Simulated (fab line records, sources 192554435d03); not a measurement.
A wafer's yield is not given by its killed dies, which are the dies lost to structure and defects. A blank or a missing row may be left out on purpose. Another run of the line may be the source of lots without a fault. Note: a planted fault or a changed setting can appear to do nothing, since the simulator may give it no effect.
Matching of chambers    flow n5_finfet    N5_BEOL_M4_PECVD_72 on pecvd-03: 3 sister chambers
The step deposits SiO2 from TEOS/O2, target thk 16 nm, time 18 s. 16 wafers are shown with their chamber, then 8 later ones without.

== WAFERS, EACH WITH ITS CHAMBER ==
wafer   chamber  showerhead_plenum_p_Torr (Torr)  throttle_valve_pct (%)  heater_power_w (W)
L082.2  0        8.89                             21.9                    700
L082.3  2        8.75                             22.5                    652
L082.6  0        8.92                             21.7                    699
L086.1  2        8.72                             22.3                    652
L086.3  0        8.90                             21.5                    695
L086.4  1        8.81                             22.2                    720
L088.1  0        8.91                             21.5                    661
L088.2  1        8.81                             22.2                    754
L088.3  2        8.74                             22.0                    679
L087.3  2        8.73                             22.3                    687
L087.5  0        8.90                             21.5                    676
L087.6  1        8.78                             22.2                    691
L089.1  1        8.78                             22.2                    756
L089.4  2        8.72                             22.3                    596
L089.6  0        8.92                             22.0                    616
L091.3  2        8.75                             22.3                    699

SIGNATURES (means of the wafers above)
reading                   chamber 0  chamber 1  chamber 2  scatter within a chamber
showerhead_plenum_p_Torr  8.9067     8.7950     8.7350     0.0141
throttle_valve_pct        21.683     22.200     22.283     0.17
heater_power_w            674.50     730.25     660.83     33.9
Rule: for a wafer and a chamber, the distance is found by dividing, reading by reading, the gap between the wafer's reading and the chamber's mean by the reading's scatter, squaring, summing and taking the root. If the next closest chamber is less than 2 further off than the closest, the wafer can't be placed; otherwise it belongs to the closest. The scatter: take each reading less its chamber's mean, square it, sum over the shown wafers, divide by the number of wafers less the number of chambers, and take the root.

== WAFERS WITH NO CHAMBER GIVEN ==
wafer   showerhead_plenum_p_Torr (Torr)  throttle_valve_pct (%)  heater_power_w (W)
L091.4  8.79                             22.3                    743
L091.6  8.91                             22.0                    699
L093.1  8.81                             22.3                    689
L093.4  8.79                             22.2                    683
L093.6  8.74                             22.3                    635
L094.1  8.75                             22.4                    609
L094.2  8.81                             22.5                    773
L094.3  8.90                             21.7                    666

== WHICH CHAMBER EACH ONE RAN IN ==
wafer   from the rows above  in truth
L091.4  1                    1
L091.6  0                    0
L093.1  1                    1
L093.4  1                    1
L093.6  2                    2
L094.1  2                    2
L094.2  1                    1
L094.3  0                    0
8 of 8 placed correctly. Can't be placed from these rows: 0. Wrongly placed: 0.
